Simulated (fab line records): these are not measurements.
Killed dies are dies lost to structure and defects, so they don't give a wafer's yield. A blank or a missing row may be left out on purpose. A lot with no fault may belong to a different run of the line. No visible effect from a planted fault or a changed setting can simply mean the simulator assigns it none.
Chamber matching / flow nand harc / 3 sister chambers for NHARC_A_STAIRCASE_DEP_151 on pecvd-01
The step deposits SiO2, target thk 7200 nm. 6 wafers are shown with their chamber, then 12 later ones without.

== WAFERS PAIRED WITH THEIR CHAMBERS ==
wafer=L087.1; chamber=0; heater power w (W)=834
wafer=L087.4; chamber=0; heater power w (W)=784
wafer=L087.6; chamber=2; heater power w (W)=571
wafer=L090.1; chamber=2; heater power w (W)=719
wafer=L090.3; chamber=1; heater power w (W)=660
wafer=L090.6; chamber=1; heater power w (W)=540

== WAFERS MISSING THEIR CHAMBER ==
wafer=L089.1; heater power w (W)=705
wafer=L089.4; heater power w (W)=784
wafer=L089.5; heater power w (W)=584
wafer=L091.1; heater power w (W)=642
wafer=L091.3; heater power w (W)=959
wafer=L091.5; heater power w (W)=805
wafer=L091.2; heater power w (W)=695
wafer=L091.4; heater power w (W)=583
wafer=L091.6; heater power w (W)=541
wafer=L096.1; heater power w (W)=962
wafer=L096.3; heater power w (W)=705
wafer=L096.5; heater power w (W)=780

== THE CHAMBER EACH PASSED THROUGH ==
wafer=L089.1; from the rows above=can't be placed: 2 or 0 or 1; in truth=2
wafer=L089.4; from the rows above=can't be placed: 0 or 2 or 1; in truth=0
wafer=L089.5; from the rows above=can't be placed: 1 or 2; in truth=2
wafer=L091.1; from the rows above=can't be placed: 2 or 1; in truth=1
wafer=L091.3; from the rows above=0; in truth=0
wafer=L091.5; from the rows above=can't be placed: 0 or 2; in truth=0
wafer=L091.2; from the rows above=can't be placed: 2 or 1 or 0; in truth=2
wafer=L091.4; from the rows above=can't be placed: 1 or 2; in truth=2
wafer=L091.6; from the rows above=can't be placed: 1 or 2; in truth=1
wafer=L096.1; from the rows above=0; in truth=0
wafer=L096.3; from the rows above=can't be placed: 2 or 0 or 1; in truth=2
wafer=L096.5; from the rows above=can't be placed: 0 or 2 or 1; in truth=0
Correct placement for 2 of the 12. These rows do not allow placing 10 (true chamber among the candidates in 10). Number placed wrongly: 0.
How it was worked out, from the rows above alone: a wafer's distance from a chamber is the root of the sum, over the readings, of the square of ((its reading less the chamber's mean) divided by the reading's scatter). If the next closest chamber is less than 2 further off than the closest, the wafer can't be placed; otherwise it belongs to the closest. A chamber's mean is the mean of its shown wafers. The scatter: take each reading less its chamber's mean, square it, sum over the shown wafers, divide by the number of wafers less the number of chambers, and take the root.
